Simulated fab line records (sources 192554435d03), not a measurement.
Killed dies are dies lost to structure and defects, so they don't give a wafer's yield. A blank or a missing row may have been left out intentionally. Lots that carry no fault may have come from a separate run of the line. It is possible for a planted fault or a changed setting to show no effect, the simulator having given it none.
A single fault, viewed from 2 desks :: flow n5 finfet :: each desk has only its own numbers; what lay behind them comes last

FROM THE METROLOGY DESK
Lot by lot, what the gauges showed, no matter which tool ran the lot: averages of those sampled wafers that carry a number. If a lot's mean is further than 4 standard deviations from the usual mean, the lot is out of limits and carries the mark OUT (the distance appears in the brackets). Readings shown: 7 of its 11, picked as those furthest out on some lot.
Columns: A = DIBL_N at N5_BEOL_M4_RC_MEAS_101, usual 37.3 mV/V; B = IOFF_N at N5_BEOL_M4_RC_MEAS_101, usual 0.18 nA/um; C = IOFF_P at N5_BEOL_M4_RC_MEAS_101, usual 0.25 nA/um; D = ION_N at N5_BEOL_M4_RC_MEAS_101, usual 679 uA/um; E = SS_P at N5_BEOL_M4_RC_MEAS_101, usual 73.6 mV/dec; F = VT_N at N5_BEOL_M4_RC_MEAS_101, usual 248 mV; G = VT_P at N5_BEOL_M4_RC_MEAS_101, usual -248 mV
lot: L504
first seen here: day 2 13:56
A: 36.2
B: 0.18
C: 0.25
D: 687
E: 73.6
F: 248
G: -247

lot: L505
first seen here: day 2 18:05
A: 34.3
B: 0.12
C: 0.18
D: 663
E: 72.5
F: 254
G: -250

lot: L513
first seen here: day 4 19:49
A: 38.3
B: 0.20
C: 0.24
D: 679
E: 74.5
F: 247
G: -251

lot: L516
first seen here: day 5 11:44
A: 38.3
B: 0.18
C: 0.26
D: 683
E: 74.2
F: 249
G: -248

lot: L517
first seen here: day 5 18:50
A: 38.9
B: 0.23
C: 0.30
D: 688
E: 74.1
F: 245
G: -244

lot: L524
first seen here: day 7 11:59
A: 37.3
B: 0.17
C: 0.23
D: 681
E: 73.6
F: 249
G: -248
Result from this desk: across the 6 lots, nothing is out of limits.

AT THE TOOL OWNER'S DESK: rie si-05
The tool's own readings at N5_FIN_SAQP_ETCH_65 (etches SiO2 in CF4, target depth 4 nm, time 4.4 s): means of the sampled wafers that have a number, for each lot that ran on this tool. If a lot's mean is further than 4 standard deviations from the usual mean, the lot is out of limits and carries the mark OUT (the distance appears in the brackets).
Columns: A = drypump motor current A at N5_FIN_SAQP_ETCH_65, usual 5.9 A; B = oes product au at N5_FIN_SAQP_ETCH_65, usual 0.986 a.u.; C = throttle valve pct at N5_FIN_SAQP_ETCH_65, usual 21.8 %
lot: L505
first seen here: day 2 18:15
A: 6.1
B: 0.988
C: 21.7

lot: L513
first seen here: day 4 19:59
A: 6.1
B: 1.214 (+11) OUT
C: 21.9

lot: L517
first seen here: day 5 19:04
A: 6.1
B: 1.101 (+5.5) OUT
C: 21.9
This desk's finding: out of limits on L513, L517; first on L513, day 4 19:59 (oes product au at N5_FIN_SAQP_ETCH_65). Within limits: L505.

PUT TOGETHER
At day 4 19:59, on L513, L517, the tool owner's desk was in a position to raise an alarm.
From the metrology desk's view, nothing was out of limits.
The metrology desk holds a record of L513, L517, inside its limits.
Of the lots named, all ran N5_FIN_SAQP_ETCH_65 on rie si-05.

WHAT THE SIMULATOR PUT IN
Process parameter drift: rie si-05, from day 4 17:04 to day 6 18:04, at N5_FIN_SAQP_ETCH_65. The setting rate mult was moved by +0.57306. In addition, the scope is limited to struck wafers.
Shown lots that were struck: L513, L517.
Each desk's first reading out of limits, in hours after the fault started: the tool owner's desk, 3.
